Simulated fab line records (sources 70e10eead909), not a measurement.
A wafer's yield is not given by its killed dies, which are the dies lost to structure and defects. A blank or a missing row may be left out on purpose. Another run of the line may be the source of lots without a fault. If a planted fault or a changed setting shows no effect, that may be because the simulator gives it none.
What tool caused it? + flow nand-harc + 11 lots with 33 wafers sampled at 5 steps, on a route of 1159 steps

WHAT THE GAUGES SHOWED, per wafer
NHARC_END_SORT_01. Usual: killed-at-array 27, standard deviation 11; killed-at-other 0.6, standard deviation 0.89; killed-at-periphery 3.0, standard deviation 2.4; killed-dies 31, standard deviation 12; killed-open 3.2, standard deviation 1.6; killed-short 2.0, standard deviation 1.5.
| lot  | measured     | on        | killed-at-array | killed-at-other | killed-at-periphery | killed-dies | killed-open | killed-short | flag |
|------|--------------|-----------|-----------------|-----------------|---------------------|-------------|-------------|--------------|------|
| L526 | day 19 16:58 | prober-02 | 27 26 31        | 1 1 0           | 4 3 2               | 32 30 33    | 3 3 2       | 1 1 2        |      |
| L528 | day 19 17:01 | prober-01 | 16 23 19        | 0 0 3           | 1 3 1               | 17 26 23    | 4 3 3       | 2 2 2        |      |
| L529 | day 20 08:45 | prober-02 | 10 12 12        | 0 0 0           | 0 2 4               | 10 14 16    | 5 4 3       | 0 0 4        |      |
| L535 | day 21 18:46 | prober-02 | 37 31 38        | 1 0 1           | 2 3 1               | 40 34 40    | 0 6 5       | 2 0 4        |      |
| L534 | day 21 09:57 | prober-01 | 15 16 12        | 1 0 1           | 2 5 2               | 18 21 15    | 2 3 4       | 2 3 1        |      |
| L538 | day 22 20:36 | prober-01 | 23 31 27        | 0 0 1           | 3 5 2               | 26 36 30    | 2 2 2       | 2 3 3        |      |
| L542 | day 23 20:28 | prober-01 | 64 45 41        | 0 0 0           | 7 7 1               | 71 52 42    | 3 6 2       | 4 4 3        |      |
| L545 | day 24 03:31 | prober-01 | 27 22 21        | 1 1 0           | 2 1 1               | 30 24 22    | 2 2 0       | 1 0 1        |      |
| L549 | day 24 11:31 | prober-02 | 31 31 21        | 1 1 0           | 1 4 1               | 33 36 22    | 1 4 0       | 3 0 3        |      |
| L548 | day 25 01:19 | prober-01 | 17 28 20        | 0 0 1           | 3 0 0               | 20 28 21    | 5 2 3       | 2 2 3        |      |
| L547 | day 24 11:31 | prober-01 | 26 36 35        | 1 0 2           | 5 8 3               | 32 44 40    | 2 3 1       | 2 0 2        |      |

EACH LOT AND THE TOOL THAT RAN IT (in order: tool; ch and the chambers of the sampled wafers; start)
| lot  | NHARC_A_STAIRCASE_TRIM_12          | NHARC_A_STAIRCASE_TRIM_22                     | NHARC_A_STAIRCASE_TRIM_24                     | NHARC_A_STAIRCASE_TRIM_26          |
|------|------------------------------------|-----------------------------------------------|-----------------------------------------------|------------------------------------|
| L526 | rie-diel-02 ch 0,1,2, day 10 11:56 | rie-diel-06 ch 1,2,3, day 10 14:29 or earlier | rie-diel-06 ch 0,1,3, day 10 14:29 or earlier | rie-diel-06 ch 0,2,3, day 10 14:29 |
| L528 | rie-diel-02 ch 1,2,3, day 10 22:49 | rie-diel-02 ch 0,1,3, day 11 00:39 or earlier | rie-diel-02 ch 0,1, day 11 00:39 or earlier   | rie-diel-02 ch 2,3, day 11 00:39   |
| L529 | rie-diel-02 ch 0,1,3, day 11 11:51 | rie-diel-02 ch 1,2,3, day 11 13:43 or earlier | rie-diel-02 ch 0,1,3, day 11 13:43 or earlier | rie-diel-02 ch 0,1,3, day 11 13:43 |
| L535 | rie-diel-06 ch 1,3, day 12 18:01   | rie-diel-02 ch 0,1,2, day 12 20:23 or earlier | rie-diel-02 ch 0,2, day 12 20:23 or earlier   | rie-diel-02 ch 0,1, day 12 20:23   |
| L534 | rie-diel-06 ch 0,2,3, day 12 18:20 | rie-diel-06 ch 0,1,3, day 12 20:17 or earlier | rie-diel-06 ch 1,2,3, day 12 20:17 or earlier | rie-diel-06 ch 0,1,2, day 12 20:17 |
| L538 | rie-diel-02 ch 0,1,3, day 14 00:26 | rie-diel-06 ch 1,3, day 14 03:52 or earlier   | rie-diel-06 ch 2,3, day 14 03:52 or earlier   | rie-diel-06 ch 0,1, day 14 03:52   |
| L542 | rie-diel-13 ch 1,2, day 15 00:07   | rie-diel-02 ch 1,3, day 15 02:50 or earlier   | rie-diel-02 ch 1,2, day 15 02:50 or earlier   | rie-diel-02 ch 1,2,3, day 15 02:50 |
| L545 | rie-diel-02 ch 1,2, day 15 06:29   | rie-diel-02 ch 0,2,3, day 15 08:31 or earlier | rie-diel-02 ch 0,1,3, day 15 08:31 or earlier | rie-diel-02 ch 1,2, day 15 08:31   |
| L549 | rie-diel-06 ch 2,3, day 15 23:13   | rie-diel-06 ch 0,1,2, day 16 00:58 or earlier | rie-diel-06 ch 0,2, day 16 00:58 or earlier   | rie-diel-06 ch 1,2,3, day 16 00:58 |
| L548 | rie-diel-13 ch 0,1,3, day 15 23:39 | rie-diel-06 ch 1,2,3, day 16 02:01 or earlier | rie-diel-06 ch 1,2,3, day 16 02:01 or earlier | rie-diel-06 ch 1,2,3, day 16 02:01 |
| L547 | rie-diel-02 ch 0,1,2, day 16 12:31 | rie-diel-13 ch 0,2,3, day 16 15:47 or earlier | rie-diel-13 ch 0,3, day 16 15:47 or earlier   | rie-diel-13 ch 1,3, day 16 15:47   |
- NHARC_A_STAIRCASE_TRIM_12: chemistry O2, time 211.2 s.
- NHARC_A_STAIRCASE_TRIM_22: chemistry O2, time 211.2 s.
- NHARC_A_STAIRCASE_TRIM_24: chemistry O2, time 211.2 s.
- NHARC_A_STAIRCASE_TRIM_26: chemistry O2, time 211.2 s.

WHAT THE TOOLS THEMSELVES READ (means of the sampled wafers that have a number; where no wafer has one, the mark that the record gives instead)
NHARC_A_STAIRCASE_TRIM_12. Usual: drypump-motor-current-A 5.7 A, standard deviation 0.38; mfc-ar-sccm 0.006 sccm, standard deviation 0.0092; oes-product-au 1.002 a.u., standard deviation 0.01; rf-vpp-V 57.8 V, standard deviation 0.92; showerhead-plenum-p-Torr 3.52 Torr, standard deviation 0.15; throttle-valve-pct 17.036 %, standard deviation 0.0084.
| lot  | tool        | drypump-motor-current-A (A) | mfc-ar-sccm (sccm) | oes-product-au (a.u.) | rf-vpp-V (V) | showerhead-plenum-p-Torr (Torr) | throttle-valve-pct (%) | flag |
|------|-------------|-----------------------------|--------------------|-----------------------|--------------|---------------------------------|------------------------|------|
| L526 | rie-diel-02 | 5.9                         | 0.003              | 1.008                 | 57.4         | 3.52                            | 17.043                 |      |
| L528 | rie-diel-02 | 5.8                         | 0.000              | 1.009                 | 58.4         | 3.61                            | 17.040                 |      |
| L529 | rie-diel-02 | 6.1                         | 0.003              | 1.008                 | 57.9         | 3.49                            | 17.038                 |      |
| L535 | rie-diel-06 | 6.0                         | 0.013              | 0.998                 | 57.6         | 3.39                            | 17.030                 |      |
| L534 | rie-diel-06 | 5.5                         | 0.013              | 0.992                 | 57.3         | 3.51                            | 17.035                 |      |
| L538 | rie-diel-02 | 6.1                         | 0.003              | 0.995                 | 58.2         | 3.48                            | 17.037                 |      |
| L542 | rie-diel-13 | 5.6                         | 0.011              | 0.989                 | 58.2         | 3.44                            | 17.036                 |      |
| L545 | rie-diel-02 | 5.8                         | 0.000              | 1.006                 | 56.7         | 3.57                            | 17.037                 |      |
| L549 | rie-diel-06 | 5.7                         | 0.019              | 0.997                 | 58.4         | 3.62                            | 17.035                 |      |
| L548 | rie-diel-13 | 5.5                         | 0.010              | 1.001                 | 58.2         | 3.49                            | 17.036                 |      |
| L547 | rie-diel-02 | 5.9                         | 0.003              | 0.997                 | 58.0         | 3.49                            | 17.036                 |      |

NHARC_A_STAIRCASE_TRIM_22. Usual: drypump-motor-current-A 5.7 A, standard deviation 0.38; mfc-ar-sccm 0.008 sccm, standard deviation 0.01; oes-product-au 1.000 a.u., standard deviation 0.0098; rf-vpp-V 57.5 V, standard deviation 0.89; showerhead-plenum-p-Torr 3.49 Torr, standard deviation 0.15; throttle-valve-pct 17.038 %, standard deviation 0.0094.
| lot  | tool        | drypump-motor-current-A (A) | mfc-ar-sccm (sccm) | oes-product-au (a.u.) | rf-vpp-V (V) | showerhead-plenum-p-Torr (Torr) | throttle-valve-pct (%) | flag |
|------|-------------|-----------------------------|--------------------|-----------------------|--------------|---------------------------------|------------------------|------|
| L526 | rie-diel-06 | 5.8                         | 0.013              | 0.998                 | 57.8         | 3.39                            | 17.040                 |      |
| L528 | rie-diel-02 | 6.1                         | 0.003              | 1.005                 | 57.5         | 3.49                            | 17.036                 |      |
| L529 | rie-diel-02 | 5.7                         | 0.000              | 1.012                 | 57.5         | 3.61                            | 17.049                 |      |
| L535 | rie-diel-02 | 5.9                         | 0.003              | 1.005                 | 57.5         | 3.51                            | 17.032                 |      |
| L534 | rie-diel-06 | 5.7                         | 0.007              | 0.998                 | 56.5         | 3.42                            | 17.038                 |      |
| L538 | rie-diel-06 | 6.0                         | 0.013              | 0.996                 | 57.7         | 3.38                            | 17.040                 |      |
| L542 | rie-diel-02 | 6.0                         | 0.000              | 1.012                 | 58.5         | 3.55                            | 17.036                 |      |
| L545 | rie-diel-02 | 5.9                         | 0.003              | 1.009                 | 58.4         | 3.52                            | 17.036                 |      |
| L549 | rie-diel-06 | 5.5                         | 0.006              | 0.997                 | 57.6         | 3.58                            | 17.033                 |      |
| L548 | rie-diel-06 | 5.8                         | 0.013              | 0.998                 | 57.2         | 3.54                            | 17.043                 |      |
| L547 | rie-diel-13 | 5.5                         | 0.001              | 0.991                 | 57.7         | 3.43                            | 17.034                 |      |

NHARC_A_STAIRCASE_TRIM_24. Usual: drypump-motor-current-A 5.7 A, standard deviation 0.39; mfc-ar-sccm 0.007 sccm, standard deviation 0.01; oes-product-au 1.002 a.u., standard deviation 0.011; rf-vpp-V 57.8 V, standard deviation 0.91; showerhead-plenum-p-Torr 3.49 Torr, standard deviation 0.15; throttle-valve-pct 17.035 %, standard deviation 0.0092.
| lot  | tool        | drypump-motor-current-A (A) | mfc-ar-sccm (sccm) | oes-product-au (a.u.) | rf-vpp-V (V) | showerhead-plenum-p-Torr (Torr) | throttle-valve-pct (%) | flag |
|------|-------------|-----------------------------|--------------------|-----------------------|--------------|---------------------------------|------------------------|------|
| L526 | rie-diel-06 | 5.7                         | 0.007              | 1.010                 | 57.8         | 3.43                            | 17.033                 |      |
| L528 | rie-diel-02 | 6.3                         | 0.006              | 1.000                 | 57.6         | 3.39                            | 17.036                 |      |
| L529 | rie-diel-02 | 6.1                         | 0.003              | 1.004                 | 57.8         | 3.49                            | 17.037                 |      |
| L535 | rie-diel-02 | 5.7                         | 0.003              | 1.011                 | 58.7         | 3.56                            | 17.029                 |      |
| L534 | rie-diel-06 | 5.9                         | 0.013              | 0.999                 | 57.3         | 3.55                            | 17.041                 |      |
| L538 | rie-diel-06 | 5.8                         | 0.019              | 0.992                 | 58.1         | 3.46                            | 17.035                 |      |
| L542 | rie-diel-02 | 5.6                         | 0.000              | 1.007                 | 58.4         | 3.62                            | 17.050                 |      |
| L545 | rie-diel-02 | 6.1                         | 0.003              | 1.003                 | 58.4         | 3.47                            | 17.046                 |      |
| L549 | rie-diel-06 | 5.2                         | 0.006              | 0.994                 | 58.1         | 3.53                            | 17.037                 |      |
| L548 | rie-diel-06 | 5.8                         | 0.013              | 1.008                 | 57.0         | 3.54                            | 17.034                 |      |
| L547 | rie-diel-13 | 5.3                         | 0.000              | 1.000                 | 58.1         | 3.43                            | 17.035                 |      |

NHARC_A_STAIRCASE_TRIM_26. Usual: drypump-motor-current-A 5.7 A, standard deviation 0.38; mfc-ar-sccm 0.006 sccm, standard deviation 0.0097; oes-product-au 1.002 a.u., standard deviation 0.01; rf-vpp-V 57.9 V, standard deviation 0.94; showerhead-plenum-p-Torr 3.49 Torr, standard deviation 0.15; throttle-valve-pct 17.037 %, standard deviation 0.0087.
| lot  | tool        | drypump-motor-current-A (A) | mfc-ar-sccm (sccm) | oes-product-au (a.u.) | rf-vpp-V (V) | showerhead-plenum-p-Torr (Torr) | throttle-valve-pct (%) | flag |
|------|-------------|-----------------------------|--------------------|-----------------------|--------------|---------------------------------|------------------------|------|
| L526 | rie-diel-06 | 5.5                         | 0.013              | 0.993                 | 57.6         | 3.34                            | 17.030                 |      |
| L528 | rie-diel-02 | 5.6                         | 0.000              | 1.017                 | 58.4         | 3.66                            | 17.035                 |      |
| L529 | rie-diel-02 | 6.1                         | 0.003              | 1.009                 | 57.8         | 3.49                            | 17.037                 |      |
| L535 | rie-diel-02 | 6.2                         | 0.006              | 1.012                 | 57.7         | 3.38                            | 17.036                 |      |
| L534 | rie-diel-06 | 5.5                         | 0.006              | 1.004                 | 58.0         | 3.59                            | 17.038                 |      |
| L538 | rie-diel-06 | 5.7                         | 0.000              | 1.001                 | 58.1         | 3.50                            | 17.037                 |      |
| L542 | rie-diel-02 | 5.7                         | 0.000              | 1.174                 | 58.1         | 3.60                            | 17.031                 | OFF  |
| L545 | rie-diel-02 | 5.8                         | 0.000              | 1.173                 | 57.6         | 3.57                            | 17.035                 | OFF  |
| L549 | rie-diel-06 | 5.8                         | 0.013              | 1.006                 | 58.1         | 3.54                            | 17.039                 |      |
| L548 | rie-diel-06 | 5.8                         | 0.013              | 1.005                 | 57.4         | 3.54                            | 17.036                 |      |
| L547 | rie-diel-13 | 5.7                         | 0.010              | 1.003                 | 58.4         | 3.55                            | 17.030                 |      |

THE ANSWER, worked out from the rows above alone
Rule: a lot is off if the mean of its wafers that have a number lies more than 3 standard deviations from the usual mean. A lot without any number at a reading at which 4 lots or more have one is off too. Where the step has rows for the other lots, those lots are counted as sound. Order of review: gauges by route order, followed by the tools' own readings, for which a lot's mean as printed above is used. At the first step where some lot is off, the reading lying furthest off is the one used; lots without a number count as furthest.
Off: L542, L545 (NHARC_A_STAIRCASE_TRIM_26, oes-product-au).
A tool fits if, at that step or a process step before it, it ran every lot that is off, and no sound lot after the first of them. NHARC_A_STAIRCASE_TRIM_22 gives no start for some lots, so the hours and the order of its lots are those of NHARC_A_STAIRCASE_TRIM_26. NHARC_A_STAIRCASE_TRIM_24 gives no start for some lots, so the hours and the order of its lots are those of NHARC_A_STAIRCASE_TRIM_26. One fits: rie-diel-02 at NHARC_A_STAIRCASE_TRIM_22 and NHARC_A_STAIRCASE_TRIM_24 and NHARC_A_STAIRCASE_TRIM_26. At NHARC_A_STAIRCASE_TRIM_22 its last sound lot is L535 (day 12 20:23), its first lot that is off L542 (day 15 02:50): a fault that began between those two fits.

WHAT THE SIMULATOR HAD PUT IN
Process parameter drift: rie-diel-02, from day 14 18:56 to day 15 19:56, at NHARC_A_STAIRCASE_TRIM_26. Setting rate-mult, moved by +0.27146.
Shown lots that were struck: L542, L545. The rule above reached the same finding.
